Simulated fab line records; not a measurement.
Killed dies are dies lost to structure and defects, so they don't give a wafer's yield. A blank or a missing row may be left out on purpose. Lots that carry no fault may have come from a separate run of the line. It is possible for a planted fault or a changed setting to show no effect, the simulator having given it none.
Chamber matching / flow n5 finfet / 4 sister chambers for N5_FIN_SAQP_SPACER2_ETCHBACK_29 on rie diel-04
The step etches SiO2 in CHF3/O2, target depth 12.2 nm, time 6.1 s. 8 wafers are shown with their chamber, then 10 later ones without.

== EACH WAFER AND ITS CHAMBER ==
wafer=L079.4; chamber=1; showerhead plenum p Torr (Torr)=2.38; throttle valve pct (%)=19.10
wafer=L080.3; chamber=2; showerhead plenum p Torr (Torr)=2.36; throttle valve pct (%)=18.84
wafer=L082.1; chamber=1; showerhead plenum p Torr (Torr)=2.37; throttle valve pct (%)=19.10
wafer=L084.3; chamber=2; showerhead plenum p Torr (Torr)=2.36; throttle valve pct (%)=18.84
wafer=L084.5; chamber=3; showerhead plenum p Torr (Torr)=2.56; throttle valve pct (%)=18.70
wafer=L084.6; chamber=0; showerhead plenum p Torr (Torr)=2.39; throttle valve pct (%)=19.06
wafer=L089.2; chamber=0; showerhead plenum p Torr (Torr)=2.39; throttle valve pct (%)=19.07
wafer=L089.3; chamber=3; showerhead plenum p Torr (Torr)=2.55; throttle valve pct (%)=18.72

== WAFERS WHOSE CHAMBER IS MISSING ==
wafer=L089.6; showerhead plenum p Torr (Torr)=2.39; throttle valve pct (%)=19.08
wafer=L092.1; showerhead plenum p Torr (Torr)=2.55; throttle valve pct (%)=18.74
wafer=L092.4; showerhead plenum p Torr (Torr)=2.38; throttle valve pct (%)=19.10
wafer=L092.6; showerhead plenum p Torr (Torr)=2.38; throttle valve pct (%)=19.09
wafer=L094.2; showerhead plenum p Torr (Torr)=2.37; throttle valve pct (%)=19.14
wafer=L094.3; showerhead plenum p Torr (Torr)=2.55; throttle valve pct (%)=18.72
wafer=L094.4; showerhead plenum p Torr (Torr)=2.35; throttle valve pct (%)=18.90
wafer=L097.1; showerhead plenum p Torr (Torr)=2.38; throttle valve pct (%)=19.09
wafer=L097.4; showerhead plenum p Torr (Torr)=2.55; throttle valve pct (%)=18.74
wafer=L097.5; showerhead plenum p Torr (Torr)=2.35; throttle valve pct (%)=18.90

== EACH ONE'S CHAMBER ==
wafer=L089.6; from the rows above=0; in truth=0
wafer=L092.1; from the rows above=3; in truth=3
wafer=L092.4; from the rows above=1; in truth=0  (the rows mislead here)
wafer=L092.6; from the rows above=1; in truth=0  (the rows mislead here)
wafer=L094.2; from the rows above=1; in truth=1
wafer=L094.3; from the rows above=3; in truth=3
wafer=L094.4; from the rows above=2; in truth=2
wafer=L097.1; from the rows above=1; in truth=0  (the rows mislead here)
wafer=L097.4; from the rows above=3; in truth=3
wafer=L097.5; from the rows above=2; in truth=2
Placed correctly: 7 of 10. Not placeable from these rows: 0. Number placed wrongly: 3.
How it was worked out, from the rows above alone: a wafer's distance from a chamber is the root of the sum, over the readings, of the square of ((its reading less the chamber's mean) divided by the reading's scatter). The wafer belongs to the nearest chamber; if the next one is less than 2 further off, it can't be placed. For every chamber, the mean is computed from those of its wafers that are shown. How the scatter is found: for the shown wafers, subtract from each reading the mean of its chamber, square and add these, divide the total by (wafers less chambers), then take the root.
